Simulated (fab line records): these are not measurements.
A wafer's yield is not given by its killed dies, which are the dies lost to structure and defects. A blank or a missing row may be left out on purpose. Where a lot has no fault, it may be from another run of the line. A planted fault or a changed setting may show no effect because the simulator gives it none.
Chamber matching | flow n5 finfet | 4 sister chambers for N5_BEOL_M13_ETCH_38 on rie diel-01
The step etches SiCN in CF4/N2, target depth 67.5 nm, time 71.9 s. 20 wafers are shown with their chamber, then 10 later ones without.

== WAFERS WITH THEIR CHAMBER ==
wafer  | chamber | drypump motor current A (A) | showerhead plenum p Torr (Torr) | throttle valve pct (%)
L075.2 | 0       | 6.7                         | 2.32                            | 15.33
L075.3 | 1       | 5.5                         | 2.23                            | 15.00
L075.6 | 0       | 6.7                         | 2.32                            | 15.35
L077.2 | 1       | 5.5                         | 2.22                            | 15.03
L077.3 | 2       | 5.3                         | 2.15                            | 15.35
L077.6 | 2       | 5.4                         | 2.15                            | 15.34
L079.1 | 1       | 5.5                         | 2.22                            | 15.04
L079.5 | 1       | 5.5                         | 2.22                            | 15.03
L079.6 | 0       | 6.7                         | 2.32                            | 15.37
L081.3 | 0       | 6.7                         | 2.32                            | 15.36
L081.4 | 3       | 5.2                         | 2.22                            | 15.54
L081.5 | 2       | 5.3                         | 2.15                            | 15.34
L085.1 | 0       | 6.7                         | 2.31                            | 15.39
L085.3 | 2       | 5.3                         | 2.15                            | 15.36
L085.6 | 3       | 5.2                         | 2.22                            | 15.56
L086.2 | 1       | 5.5                         | 2.22                            | 15.04
L086.4 | 0       | 6.7                         | 2.31                            | 15.38
L086.6 | 1       | 5.5                         | 2.22                            | 15.06
L088.1 | 0       | 6.8                         | 2.31                            | 15.38
L088.5 | 3       | 5.2                         | 2.22                            | 15.58

SIGNATURES, as means of the wafers listed above
reading                  | chamber 0 | chamber 1 | chamber 2 | chamber 3 | scatter within a chamber
drypump motor current A  | 6.714     | 5.500     | 5.325     | 5.200     | 0.0317
showerhead plenum p Torr | 2.3157    | 2.2217    | 2.1500    | 2.2200    | 0.00399
throttle valve pct       | 15.3657   | 15.0333   | 15.3475   | 15.5600   | 0.0187
Rule: a wafer's distance from a chamber is the root of the sum, over the readings, of the square of ((its reading less the chamber's mean) divided by the reading's scatter). The wafer belongs to the nearest chamber; if the next one is less than 2 further off, it can't be placed. The scatter is the square root of a quotient: the sum, over the shown wafers, of each reading's squared deviation from its chamber's mean, divided by wafers minus chambers.

== WAFERS WITHOUT THEIR CHAMBER ==
wafer  | drypump motor current A (A) | showerhead plenum p Torr (Torr) | throttle valve pct (%)
L088.6 | 5.3                         | 2.15                            | 15.39
L089.3 | 5.3                         | 2.15                            | 15.38
L089.4 | 5.2                         | 2.22                            | 15.59
L089.5 | 5.5                         | 2.22                            | 15.08
L095.4 | 5.5                         | 2.21                            | 15.09
L095.5 | 6.8                         | 2.31                            | 15.42
L095.6 | 5.3                         | 2.14                            | 15.42
L097.1 | 6.7                         | 2.30                            | 15.42
L097.3 | 5.2                         | 2.21                            | 15.61
L097.4 | 5.5                         | 2.21                            | 15.09

== EACH ONE'S CHAMBER ==
wafer  | from the rows above | in truth
L088.6 | 2                   | 2
L089.3 | 2                   | 2
L089.4 | 3                   | 3
L089.5 | 1                   | 1
L095.4 | 1                   | 1
L095.5 | 0                   | 0
L095.6 | 2                   | 2
L097.1 | 0                   | 0
L097.3 | 3                   | 3
L097.4 | 1                   | 1
Placed correctly: 10 of 10. Not placeable from these rows: 0. Number placed wrongly: 0.
